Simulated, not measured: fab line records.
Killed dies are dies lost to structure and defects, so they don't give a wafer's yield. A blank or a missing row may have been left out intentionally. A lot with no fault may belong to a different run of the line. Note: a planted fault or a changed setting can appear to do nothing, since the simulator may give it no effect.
The same fault as seen by 2 desks / flow n5 finfet / only its own numbers are on each desk; what lay behind them is given at the end

## FROM THE METROLOGY DESK
Means of the sampled wafers that have a number, per lot and without regard to the tool the lot ran on: this is what the gauges read. The brackets show how far a lot's mean lies from the usual mean; more than 4 standard deviations puts the lot out of limits, marked OUT.
Columns: A = cd nm at N5_STI_FIN_REVEAL_CD_MEAS_22, usual 6.3 nm
lot=L496; first seen here=day 2 19:10; A=6.2
lot=L497; first seen here=day 3 02:11; A=7.1
lot=L498; first seen here=day 3 06:40; A=7.4
lot=L499; first seen here=day 3 12:38; A=7.8 (+4.7) OUT
lot=L507; first seen here=day 5 17:13; A=6.4
lot=L509; first seen here=day 6 00:45; A=6.4
lot=L510; first seen here=day 6 08:23; A=6.2
lot=L511; first seen here=day 6 13:53; A=6.5
lot=L513; first seen here=day 7 02:28; A=6.5
lot=L517; first seen here=day 8 01:25; A=6.2
This desk's finding: out of limits on L499; first on L499, day 3 12:38 (cd nm at N5_STI_FIN_REVEAL_CD_MEAS_22). L496, L497, L498, L507, L509, L510, L511, L513, L517 stayed within limits.

## FOR THE TOOL OWNER'S DESK: plasma asher-01
The tool's own readings at N5_STI_FIN_REVEAL_OXIDATION_31 (chemistry O2 PLASMA REMOTE, time 20 s): means of the sampled wafers that have a number, for each lot that ran on this tool. The brackets show how far a lot's mean lies from the usual mean; more than 4 standard deviations puts the lot out of limits, marked OUT.
Columns: A = chamber pressure mTorr at N5_STI_FIN_REVEAL_OXIDATION_31, usual 1000.1 mTorr; B = drypump motor current A at N5_STI_FIN_REVEAL_OXIDATION_31, usual 5.4 A; C = heater power w at N5_STI_FIN_REVEAL_OXIDATION_31, usual 135 W
lot=L507; first seen here=day 5 16:42; A=1000.6; B=5.2; C=133
lot=L510; first seen here=day 6 07:52; A=1000.1; B=5.2; C=131
lot=L511; first seen here=day 6 13:22; A=999.8; B=5.2; C=133
lot=L513; first seen here=day 7 01:56; A=998.7; B=5.5; C=130
lot=L517; first seen here=day 8 00:44; A=999.8; B=5.5; C=131
Finding of this desk: none of the 5 lots has anything out of limits.

## BROUGHT TOGETHER
At day 3 12:38 the metrology desk could have sounded an alarm, on L499.
Nothing out of limits was seen by the tool owner's desk.
The tool owner's desk has no number on record for L499.
Every lot named ran N5_STI_FIN_REVEAL_OXIDATION_31 on plasma asher-01.

## WHAT HAD BEEN PUT IN BY THE SIMULATOR
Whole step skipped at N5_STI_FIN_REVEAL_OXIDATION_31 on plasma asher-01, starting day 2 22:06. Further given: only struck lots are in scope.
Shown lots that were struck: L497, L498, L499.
Per desk, hours elapsed from the start of the fault to the first reading out of limits: for the metrology desk, 15.
